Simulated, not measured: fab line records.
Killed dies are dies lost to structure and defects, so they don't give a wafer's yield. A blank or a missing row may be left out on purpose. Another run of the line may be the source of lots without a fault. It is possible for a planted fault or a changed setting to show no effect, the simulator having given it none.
Comparing a struck lot with a sound one ; flow n5Finfet ; 44 out of 1938 route steps
Sound: the wafers L989.1, L989.3, L989.4. Struck: wafer L105.5; the same lot's L105.6 was not struck, so it is left out; see the end for the cause.
At each step with rows: each side's tool, then ch and its chambers, then its first start. Under that, the readings that differ: sound wafers ; struck wafers ; difference of the means ; sigmas: that difference in standard deviations of wafers without a fault.
alike: words and numbers the same on both sides, and readings whose means are apart by under 2 such deviations; not compared: readings that were withheld, readings missing a value for some wafer, numbers with overlapping values and no deviation given by the record, and bounds like >300 which may hide the same value.
A row with sigmas, a row that says differs or no value, or rows on one side alone: a step with any of these is where the two part. Non-overlapping numbers with no deviation appear without sigmas and do not part them. A reading that every wafer of one side lacks parts them only if that side has two wafers or more.

first, 1 step without rows for these wafers: N5_BEOL_M8_ALD_77 (deposits TaN, target thk 2 nm, pulse time 2 s, purge time 3 s).
N5_BEOL_M8_SURFACE_TREAT_79:
  struck on pvdSputter-03, day 16 02:02; sound on pvdSputter-02, day 11 02:55
  not compared: throttleValvePct
then, 5 steps without rows for these wafers: N5_BEOL_M8_CVD_78 (deposits Co from CCTBA/H2, target thk 2 nm, time 142.3 s); N5_BEOL_M8_SPUTTER_48 (material Cu, target thk 10 nm, time 1.667 s); N5_BEOL_M8_ECD_50 (material Cu, target thk 300 nm); N5_BEOL_M8_ANNEAL_51 (time 90 s); N5_BEOL_M8_CMP_52 (polishes, stops on SiCOH lowk, t overpolish 6.9 s, target thk 80 nm).
N5_BEOL_M8_THK_MEAS_53: measures by xrf.
  struck on filmMetro-01, day 16 03:14; sound on filmMetro-01, day 11 05:07
  alike: M8_THK
then, 1 step without rows for these wafers: N5_BEOL_M8_PRE_CLEAN_55 (time 15 s).
N5_BEOL_M8_DEP_56: deposits SiCN from 3MS/NH3, target thk 10 nm, time 17.5 s.
  sound on pecvd-04 ch 1,2, day 11 05:11; struck on pecvd-04 ch 2, day 16 03:19
  alike: showerheadPlenumPTorr, throttleValvePct
N5_BEOL_M8_RS_MEAS_57: measurement is done with a four-point probe.
  struck on filmMetro-02, day 16 03:22; sound on filmMetro-02, day 11 05:15
  alike: M8_RS
N5_BEOL_M8_INSPECT_58: inspects for defects (darkfield).
  struck on defectInspect-02, day 16 03:24; sound on defectInspect-01, day 11 05:16
  alike: rawDefectCount
N5_BEOL_M9_ILD_DEP_00: deposits SiCOH lowk from DEMS/porogen, target thk 308.51 nm, time 58 s.
  sound on pecvd-01 ch 0,1, day 11 05:19; struck on pecvd-01 ch 0, day 16 03:28
reading;sound;struck;difference;sigmas
runLengthS (s);101.2 101.9 101.7;83.6;-18.0;-28
model.SiCOH_lowk_of_BEOL_M9_ILD_DEP_00.thkNm (nm);304 308 309;215.2;-91.8;
  alike: heaterPowerW, showerheadPlenumPTorr, throttleValvePct
N5_BEOL_M9_CURE_71: cures SiCOH lowk, time 240 s.
  sound on uvCure-02 ch 2, day 11 05:23; struck on uvCure-03 ch 2, day 16 03:50
  alike: lampPowerPct, wafer_temp_C_max
N5_BEOL_M9_THK_MEAS_01:
  struck on filmMetro-01, day 16 04:02; sound on filmMetro-02, day 11 05:54
reading;sound;struck;difference;sigmas
M9_ILD_THK (nm);264 267 268;186;-80;-25
N5_BEOL_M9_PECVD_70: deposits SiO2 from TEOS/O2, target thk 20 nm, time 22.7 s.
  sound on pecvd-04 ch 0,1,2, day 11 05:56; struck on pecvd-04 ch 1, day 16 04:05
  alike: heaterPowerW, showerheadPlenumPTorr, throttleValvePct
then, 9 steps without rows for these wafers: N5_BEOL_M9_HM_DEP_02 (deposits TiN, target thk 20 nm); N5_BEOL_M9_COAT_59 (time 60 s, resist thk 100 nm); N5_BEOL_M9_COAT_60 (time 60 s, resist thk 30 nm); N5_BEOL_M9_COAT_05 (resist thk 90 nm); N5_BEOL_M9_EBR_07; N5_BEOL_M9_SOFTBAKE_06 (time 60 s); N5_BEOL_M9_EXPOSE_08 (exposes mask M9); N5_BEOL_M9_PEB_09 (peb time 60 s); N5_BEOL_M9_DEVELOP_10 (develop time 30 s).
N5_BEOL_M9_CD_MEAS_11 targets a cd of 64.1 nm.
  sound on cdSem-02 ch 0, day 11 07:21; struck on cdSem-03 ch 0, day 16 04:47
  alike: cdNm
N5_BEOL_M9_OVL_MEAS_12:
  sound on overlay-01 ch 0, day 11 07:23; struck on overlay-01 ch 0, day 16 04:49
  alike: M9_OVL
N5_BEOL_M9_INSPECT_13: inspects for defects (brightfield).
  struck on defectInspect-02, day 16 04:50; sound on defectInspect-01, day 11 07:24
reading;sound;struck;difference;sigmas
rawDefectCount;385 393 413;221;-176;-2
then, 6 steps without rows for these wafers: N5_BEOL_M9_DESCUM_16 (chemistry O2, time 7.9 s); N5_BEOL_M9_ETCH_61 (etches SiARC in CF4, target depth 39 nm, time 65 s); N5_BEOL_M9_ETCH_62 (etches SOC in N2/H2, target depth 110 nm, overetch 22 nm, time 165 s); N5_BEOL_M9_STRIP_68 (strips in N2/H2); N5_BEOL_M9_STRIP_67 (strips in CF4); N5_BEOL_M9_HM_OPEN_17 (chemistry Cl2/BCl3, target TiN, target depth 20 nm, overetch 6 nm).
N5_BEOL_M9_STRIP_19: strips in O2.
  sound on rieDiel-03 ch 1,2,3, day 11 07:56; struck on rieDiel-02 ch 0, day 16 05:16
reading;sound;struck;difference;sigmas
drypumpMotorCurrentA (A);5.7 5.6 5.7;4.8;-0.9;-2
oesProductAu (a.u.);0.72 0.70 0.69;0.88;+0.18;+2
  alike: rfVppV, showerheadPlenumPTorr, throttleValvePct
  not compared: rfHoursCounterH
N5_BEOL_M9_CD_MEAS_18: pitch 140 nm, target cd 70 nm.
  struck on cdSem-01, day 16 05:20; sound on cdSem-01, day 11 08:00
  alike: cdNm
then, 6 steps without rows for these wafers: N5_BEOL_M9_COAT_63 (time 60 s, resist thk 60 nm); N5_BEOL_M9_COAT_64 (time 60 s, resist thk 12 nm); N5_BEOL_M9_COAT_75 (time 60 s, resist thk 5 nm); N5_BEOL_M9_COAT_22 (resist thk 30 nm); N5_BEOL_M9_EBR_24; N5_BEOL_M9_SOFTBAKE_23 (time 60 s).
N5_BEOL_M9_CMP_52: polishes, stops on SiCOH lowk, t overpolish 7 s, target thk 140 nm.
  sound on cmp-04 ch 0,1,2, day 11 16:43; struck on cmp-04 ch 1, day 16 10:22
reading;sound;struck;difference;sigmas
model.SiCOH_lowk_of_BEOL_M9_ILD_DEP_00.thkNm (nm);261 264.4 265.4;183;-81;
  alike: clearingPlatenDownForcePsi, edgeZonePressureFrac, motorCurrentA, slurryFlowMlMin
-- record jumps: 3 days separate the struck wafers' starts on either side; left off in module BEOL_M9, taken up again in module PASSIVATION, whose first shown step is the route's number 1936 --
N5_PASSIVATION_PROBE_49:
  struck on prober-02, day 19 07:44; sound on prober-01, day 14 04:08
reading;sound;struck;difference;sigmas
killedOpen;49 53 56;80;+27;+2
  alike: defectLimitedYield, killed_at_M0_to_M3, killed_at_M4_up, killedAtContacts, killedAtFrontEnd, killedAtOther, killedDies, killedShort, sort_bin_5_function, sort_bin_6_memory, sortNPass, sortYieldPct

WHERE THEY PART
Last at N5_PASSIVATION_PROBE_49 as far as this record goes, first at N5_BEOL_M9_ILD_DEP_00.

WHY: the cause the simulator had injected
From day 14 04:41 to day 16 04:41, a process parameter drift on pecvd-01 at N5_BEOL_M9_ILD_DEP_00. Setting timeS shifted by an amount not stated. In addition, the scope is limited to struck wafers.
